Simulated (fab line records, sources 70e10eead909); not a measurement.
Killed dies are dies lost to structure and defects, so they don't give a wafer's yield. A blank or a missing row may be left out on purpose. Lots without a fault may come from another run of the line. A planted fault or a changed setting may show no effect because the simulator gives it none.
A struck lot beside a sound one | flow nand_harc | 14 steps out of a route of 1159
Sound: wafers L989.1, L989.3, L989.4. Struck: wafer L997.5. (L997.1 of the same lot was not struck and is left out.) The cause comes at the end.
At each step with rows: each side's tool, then ch and its chambers, then its first start. Under that, the readings that differ: sound wafers | struck wafers | difference of the means | sigmas: that difference in standard deviations of wafers without a fault.
alike: readings whose means differ by less than 2 such deviations, and words and numbers that are the same on both sides. not compared: withheld readings, readings that some wafer has no value for, bounds like >300 that may hide the same value, and numbers for which the record gives no deviation and whose values overlap.
The two part at a step that has a row with sigmas, a row that says differs or no value, or rows on one side only. Numbers that don't overlap but have no deviation are shown without sigmas and don't part them. A reading that every wafer of one side lacks parts them only if that side has two wafers or more.

first, 5 steps without rows for these wafers: NHARC_A_CONTACT_SOFTBAKE_03 (time 55 s); NHARC_A_CONTACT_EBR_04; NHARC_A_CONTACT_EXPOSE_05 (exposes mask A CC); NHARC_A_CONTACT_PEB_06 (peb time 65 s); NHARC_A_CONTACT_DEVELOP_07 (develop time 35 s).
NHARC_A_CONTACT_CD_MEAS_08: target cd 100 nm.
  sound on cd_sem-03 ch 0, day 17 04:04; struck on cd_sem-02 ch 0, day 18 23:12
  alike: cd_nm
NHARC_A_CONTACT_OVL_MEAS_09:
  sound on overlay-02, day 17 04:09; struck on overlay-02, day 18 23:17
  alike: overlay_x_nm, overlay_y_nm
NHARC_A_CONTACT_INSPECT_10:
  sound on defect_inspect-02, day 17 04:11; struck on defect_inspect-02, day 18 23:20
  alike: raw_defect_count
NHARC_A_CONTACT_DESCUM_13: chemistry O2, time 3 s.
  sound on rie_diel-04 ch 0,1,3, day 17 04:17; struck on rie_diel-12 ch 0, day 18 23:24
  alike: drypump_motor_current_A, oes_product_au, rf_vpp_V, showerhead_plenum_p_Torr, throttle_valve_pct
  not compared: rf_hours_counter_h
NHARC_A_CONTACT_ETCH_88: etches the open film in CF4, target depth 39 nm, time 65 s.
  sound on rie_diel-04 ch 0,1,2, day 17 04:22; struck on rie_diel-12 ch 0, day 18 23:30
  alike: drypump_motor_current_A, oes_product_au, rf_vpp_V, run_length_s, showerhead_plenum_p_Torr, throttle_valve_pct
  not compared: rf_hours_counter_h
NHARC_A_CONTACT_ETCH_89: etches the open film in N2/H2, target depth 260 nm, time 475.3 s.
  sound on rie_diel-04 ch 0,1,2; struck on rie_diel-12 ch 0
  alike: drypump_motor_current_A, h2_flow_sccm, oes_product_au, rf_vpp_V, run_length_s, showerhead_plenum_p_Torr, throttle_valve_pct
  not compared: rf_hours_counter_h
NHARC_A_CONTACT_ETCH_30: etches the open film in CF4/CHF3, target depth 60.5 nm, time 30.2 s.
  sound on rie_diel-04 ch 0,1,3; struck on rie_diel-12 ch 3
  alike: drypump_motor_current_A, oes_product_au, rf_vpp_V, run_length_s, showerhead_plenum_p_Torr, throttle_valve_pct
  not compared: rf_hours_counter_h
NHARC_A_CONTACT_ETCH_31: etches the open film in O2/COS, target depth 2000 nm, time 520 s.
  sound on rie_diel-04 ch 1,2,3, day 17 05:04; struck on rie_diel-12 ch 2, day 19 00:17
  reading          | sound             | struck | difference | sigmas
  run_length_s (s) | 542.1 540.6 540.6 | 422.5  | -118.6     | -99 or more
  alike: drypump_motor_current_A, oes_product_au, rf_vpp_V, showerhead_plenum_p_Torr, throttle_valve_pct
  not compared: rf_hours_counter_h
NHARC_A_CONTACT_ETCH_134: etches the open film in C4F8/O2/Ar, time 140 s, target depth 700 nm.
  sound on har_cap_etch-02 ch 0,1, day 17 05:27; struck on har_cap_etch-02 ch 0, day 19 00:41
  alike: run_length_s
  not compared: rf_hours_counter_h

WHERE THEY PART
Only at NHARC_A_CONTACT_ETCH_31, within this record. Later steps at which nothing parts them and some readings are alike: NHARC_A_CONTACT_ETCH_134.

WHY: what the simulator had put in
Process parameter drift: rie_diel-12, from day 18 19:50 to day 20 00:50, at NHARC_A_CONTACT_ETCH_31. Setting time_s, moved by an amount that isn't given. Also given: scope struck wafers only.
